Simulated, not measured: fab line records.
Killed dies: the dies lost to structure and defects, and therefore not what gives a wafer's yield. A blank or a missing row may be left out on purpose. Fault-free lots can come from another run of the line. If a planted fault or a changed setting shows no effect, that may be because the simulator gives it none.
What tool caused it? || flow nand harc || Sampling: 12 lots, 35 wafers, 4 of 1302 route steps

WHAT EACH GAUGE READ, for each wafer
NHARC_A_SGD_CUT_THK_MEAS_22: measures by ellipsometry. Usual: thk nm reads 148.1 nm (standard deviation 1.5).
{"lot": "L115", "measured": "day 19 08:25", "on": "film metro-02", "thk nm (nm)": "150.2 145.5 149.6", "flag": ""}
{"lot": "L116", "measured": "day 20 03:35", "on": "film metro-02", "thk nm (nm)": "149.2 148.8 147.7", "flag": ""}
{"lot": "L118", "measured": "day 20 17:33", "on": "film metro-01", "thk nm (nm)": "147.2 147.9 146.8", "flag": ""}
{"lot": "L121", "measured": "day 21 07:39", "on": "film metro-01", "thk nm (nm)": "144.6 149.2 146.5", "flag": ""}
{"lot": "L119", "measured": "day 21 07:39", "on": "film metro-02", "thk nm (nm)": "145.6 149.0 151.4", "flag": ""}
{"lot": "L123", "measured": "day 22 21:03", "on": "film metro-01", "thk nm (nm)": "148.2 143.7 144.8", "flag": ""}
{"lot": "L126", "measured": "day 24 08:03", "on": "film metro-01", "thk nm (nm)": "150.8 148.5 148.5", "flag": ""}
{"lot": "L127", "measured": "day 24 14:58", "on": "film metro-02", "thk nm (nm)": "149.6 149.1 148.9", "flag": ""}
{"lot": "L129", "measured": "day 25 05:07", "on": "film metro-01", "thk nm (nm)": "149.8 148.9 148.2", "flag": ""}
{"lot": "L132", "measured": "day 26 16:58", "on": "film metro-01", "thk nm (nm)": "147.3 149.7 148.1", "flag": ""}
{"lot": "L136", "measured": "day 28 05:15", "on": "film metro-02", "thk nm (nm)": "147.4 139.3", "flag": "OFF"}
{"lot": "L138", "measured": "day 29 23:10", "on": "film metro-01", "thk nm (nm)": "150.0 148.4 147.2", "flag": ""}

WHAT TOOL EACH LOT RAN ON (gives the tool, then ch and the chambers of the sampled wafers, and finally the start)
{"lot": "L115", "NHARC_A_STAIRCASE_ETCH_444": "rie diel-12 ch 0,1, day 18 17:51", "NHARC_A_SGD_CUT_STRIP_17": "rie diel-01 ch 1,3, day 19 03:11 or earlier", "NHARC_A_SGD_CUT_DEP_20": "fcvd-02 ch 0,1, day 19 03:11"}
{"lot": "L116", "NHARC_A_STAIRCASE_ETCH_444": "rie diel-08 ch 1,2,3, day 19 12:38", "NHARC_A_SGD_CUT_STRIP_17": "rie diel-11 ch 0,1,2, day 19 22:18 or earlier", "NHARC_A_SGD_CUT_DEP_20": "fcvd-01 ch 0,1, day 19 22:18"}
{"lot": "L118", "NHARC_A_STAIRCASE_ETCH_444": "rie diel-07 ch 1,2,3, day 20 03:19", "NHARC_A_SGD_CUT_STRIP_17": "rie diel-11 ch 0,3, day 20 11:38 or earlier", "NHARC_A_SGD_CUT_DEP_20": "fcvd-02 ch 1, day 20 11:38"}
{"lot": "L121", "NHARC_A_STAIRCASE_ETCH_444": "rie diel-12 ch 1,2,3, day 20 17:43", "NHARC_A_SGD_CUT_STRIP_17": "rie diel-02 ch 0,1,3, day 21 02:23 or earlier", "NHARC_A_SGD_CUT_DEP_20": "fcvd-01 ch 0,1, day 21 02:23"}
{"lot": "L119", "NHARC_A_STAIRCASE_ETCH_444": "rie diel-08 ch 0,1,2, day 20 18:01", "NHARC_A_SGD_CUT_STRIP_17": "rie diel-11 ch 0,1,3, day 21 02:39 or earlier", "NHARC_A_SGD_CUT_DEP_20": "fcvd-02 ch 0,1, day 21 02:39"}
{"lot": "L123", "NHARC_A_STAIRCASE_ETCH_444": "rie diel-12 ch 2,3, day 22 07:14", "NHARC_A_SGD_CUT_STRIP_17": "rie diel-01 ch 2,3, day 22 16:25 or earlier", "NHARC_A_SGD_CUT_DEP_20": "fcvd-01 ch 0,1, day 22 16:25"}
{"lot": "L126", "NHARC_A_STAIRCASE_ETCH_444": "rie diel-07 ch 0,1,2, day 23 18:42", "NHARC_A_SGD_CUT_STRIP_17": "rie diel-11 ch 1,2,3, day 24 02:49 or earlier", "NHARC_A_SGD_CUT_DEP_20": "fcvd-02 ch 0,1, day 24 02:49"}
{"lot": "L127", "NHARC_A_STAIRCASE_ETCH_444": "rie diel-07 ch 0,2,3, day 24 00:53", "NHARC_A_SGD_CUT_STRIP_17": "rie diel-02 ch 0,2,3, day 24 09:57 or earlier", "NHARC_A_SGD_CUT_DEP_20": "fcvd-01 ch 0,1, day 24 09:57"}
{"lot": "L129", "NHARC_A_STAIRCASE_ETCH_444": "rie diel-08 ch 0,1, day 24 15:12", "NHARC_A_SGD_CUT_STRIP_17": "rie diel-11 ch 1,2,3, day 25 00:13 or earlier", "NHARC_A_SGD_CUT_DEP_20": "fcvd-01 ch 0,1, day 25 00:13"}
{"lot": "L132", "NHARC_A_STAIRCASE_ETCH_444": "rie diel-07 ch 0,2, day 26 03:01", "NHARC_A_SGD_CUT_STRIP_17": "rie diel-01 ch 0,1,3, day 26 12:05 or earlier", "NHARC_A_SGD_CUT_DEP_20": "fcvd-02 ch 0,1, day 26 12:05"}
{"lot": "L136", "NHARC_A_STAIRCASE_ETCH_444": "rie diel-12 ch 1, day 27 16:25", "NHARC_A_SGD_CUT_STRIP_17": "rie diel-01 ch 0,1, day 28 01:18 or earlier", "NHARC_A_SGD_CUT_DEP_20": "fcvd-01 ch 0,1, day 28 01:18"}
{"lot": "L138", "NHARC_A_STAIRCASE_ETCH_444": "rie diel-08 ch 0,1, day 29 08:48", "NHARC_A_SGD_CUT_STRIP_17": "rie diel-11 ch 0,1, day 29 17:53 or earlier", "NHARC_A_SGD_CUT_DEP_20": "fcvd-02 ch 0,1, day 29 17:53"}
- NHARC_A_STAIRCASE_ETCH_444: etches the open film in C4F8/O2, target depth 20400 nm, time 6800 s.
- NHARC_A_SGD_CUT_STRIP_17: strips in O2.
- NHARC_A_SGD_CUT_DEP_20: deposits SiO2, target thk 150 nm.

AS READ BY THE TOOLS THEMSELVES (means over the sampled wafers that have a number; for cases with no such wafer, the mark the record gives instead)
NHARC_A_STAIRCASE_ETCH_444. Usual: oes product au 0.934 a.u., standard deviation 0.018; rf vpp V 806 V, standard deviation 4.3.
{"lot": "L115", "tool": "rie diel-12", "oes product au (a.u.)": 0.921, "rf vpp V (V)": 804, "flag": ""}
{"lot": "L116", "tool": "rie diel-08", "oes product au (a.u.)": 0.953, "rf vpp V (V)": 808, "flag": ""}
{"lot": "L118", "tool": "rie diel-07", "oes product au (a.u.)": 0.934, "rf vpp V (V)": 803, "flag": ""}
{"lot": "L121", "tool": "rie diel-12", "oes product au (a.u.)": 0.958, "rf vpp V (V)": 807, "flag": ""}
{"lot": "L119", "tool": "rie diel-08", "oes product au (a.u.)": 0.932, "rf vpp V (V)": 803, "flag": ""}
{"lot": "L123", "tool": "rie diel-12", "oes product au (a.u.)": 0.926, "rf vpp V (V)": 810, "flag": ""}
{"lot": "L126", "tool": "rie diel-07", "oes product au (a.u.)": 0.928, "rf vpp V (V)": 804, "flag": ""}
{"lot": "L127", "tool": "rie diel-07", "oes product au (a.u.)": 0.945, "rf vpp V (V)": 804, "flag": ""}
{"lot": "L129", "tool": "rie diel-08", "oes product au (a.u.)": 0.982, "rf vpp V (V)": 811, "flag": ""}
{"lot": "L132", "tool": "rie diel-07", "oes product au (a.u.)": 0.931, "rf vpp V (V)": 804, "flag": ""}
{"lot": "L136", "tool": "rie diel-12", "oes product au (a.u.)": 0.939, "rf vpp V (V)": 802, "flag": ""}
{"lot": "L138", "tool": "rie diel-08", "oes product au (a.u.)": 0.967, "rf vpp V (V)": 810, "flag": ""}

NHARC_A_SGD_CUT_STRIP_17. Usual: drypump motor current A 5.6 A, standard deviation 0.37; oes product au 1.000 a.u., standard deviation 0.015; rf vpp V 57.8 V, standard deviation 0.9; showerhead plenum p Torr 3.51 Torr, standard deviation 0.12; throttle valve pct 17.036 %, standard deviation 0.0086.
{"lot": "L115", "tool": "rie diel-01", "drypump motor current A (A)": 5.4, "oes product au (a.u.)": 0.995, "rf vpp V (V)": 58.2, "showerhead plenum p Torr (Torr)": 3.60, "throttle valve pct (%)": 17.034, "flag": ""}
{"lot": "L116", "tool": "rie diel-11", "drypump motor current A (A)": 5.7, "oes product au (a.u.)": 1.002, "rf vpp V (V)": 57.8, "showerhead plenum p Torr (Torr)": 3.53, "throttle valve pct (%)": 17.035, "flag": ""}
{"lot": "L118", "tool": "rie diel-11", "drypump motor current A (A)": 5.6, "oes product au (a.u.)": 1.000, "rf vpp V (V)": 57.1, "showerhead plenum p Torr (Torr)": 3.52, "throttle valve pct (%)": 17.036, "flag": ""}
{"lot": "L121", "tool": "rie diel-02", "drypump motor current A (A)": 5.7, "oes product au (a.u.)": 0.998, "rf vpp V (V)": 57.6, "showerhead plenum p Torr (Torr)": 3.48, "throttle valve pct (%)": 17.043, "flag": ""}
{"lot": "L119", "tool": "rie diel-11", "drypump motor current A (A)": 5.7, "oes product au (a.u.)": 1.011, "rf vpp V (V)": 58.1, "showerhead plenum p Torr (Torr)": 3.49, "throttle valve pct (%)": 17.027, "flag": ""}
{"lot": "L123", "tool": "rie diel-01", "drypump motor current A (A)": 5.4, "oes product au (a.u.)": 0.992, "rf vpp V (V)": 57.6, "showerhead plenum p Torr (Torr)": 3.59, "throttle valve pct (%)": 17.039, "flag": ""}
{"lot": "L126", "tool": "rie diel-11", "drypump motor current A (A)": 5.6, "oes product au (a.u.)": 0.999, "rf vpp V (V)": 58.0, "showerhead plenum p Torr (Torr)": 3.48, "throttle valve pct (%)": 17.034, "flag": ""}
{"lot": "L127", "tool": "rie diel-02", "drypump motor current A (A)": 5.5, "oes product au (a.u.)": 0.985, "rf vpp V (V)": 58.1, "showerhead plenum p Torr (Torr)": 3.59, "throttle valve pct (%)": 17.039, "flag": ""}
{"lot": "L129", "tool": "rie diel-11", "drypump motor current A (A)": 5.6, "oes product au (a.u.)": 1.007, "rf vpp V (V)": 58.0, "showerhead plenum p Torr (Torr)": 3.48, "throttle valve pct (%)": 17.033, "flag": ""}
{"lot": "L132", "tool": "rie diel-01", "drypump motor current A (A)": 5.7, "oes product au (a.u.)": 0.995, "rf vpp V (V)": 57.9, "showerhead plenum p Torr (Torr)": 3.55, "throttle valve pct (%)": 17.036, "flag": ""}
{"lot": "L136", "tool": "rie diel-01", "drypump motor current A (A)": 5.9, "oes product au (a.u.)": 0.988, "rf vpp V (V)": 57.1, "showerhead plenum p Torr (Torr)": 3.47, "throttle valve pct (%)": 17.035, "flag": ""}
{"lot": "L138", "tool": "rie diel-11", "drypump motor current A (A)": 5.9, "oes product au (a.u.)": 1.021, "rf vpp V (V)": 57.7, "showerhead plenum p Torr (Torr)": 3.53, "throttle valve pct (%)": 17.038, "flag": ""}

THE ANSWER, worked out from the rows above alone
Rule: lot off if the mean of its wafers having a number is beyond 3 standard deviations from the usual mean. Also off: a lot with no number at a reading for which 4 or more lots have one. All remaining lots with rows at the step are treated as sound. Order of review: gauges by route order, followed by the tools' own readings, for which a lot's mean as printed above is used. At the first step where some lot is off, the reading lying furthest off is the one used; lots without a number count as furthest.
Off at NHARC_A_SGD_CUT_THK_MEAS_22 (thk nm): L136.
If a tool, at a process step before that reading, ran all the lots that are off and no sound lot after the first of them, it fits. The gauges at NHARC_A_SGD_CUT_THK_MEAS_22 are tried like those tools. Because NHARC_A_SGD_CUT_STRIP_17 lacks a start for some lots, the hours and order of its lots are taken from NHARC_A_SGD_CUT_DEP_20. Can't be told from this: 4 tools fit, rie diel-12 at NHARC_A_STAIRCASE_ETCH_444, rie diel-01 at NHARC_A_SGD_CUT_STRIP_17, fcvd-01 at NHARC_A_SGD_CUT_DEP_20, film metro-02 at NHARC_A_SGD_CUT_THK_MEAS_22.

WHAT THE SIMULATOR PUT IN
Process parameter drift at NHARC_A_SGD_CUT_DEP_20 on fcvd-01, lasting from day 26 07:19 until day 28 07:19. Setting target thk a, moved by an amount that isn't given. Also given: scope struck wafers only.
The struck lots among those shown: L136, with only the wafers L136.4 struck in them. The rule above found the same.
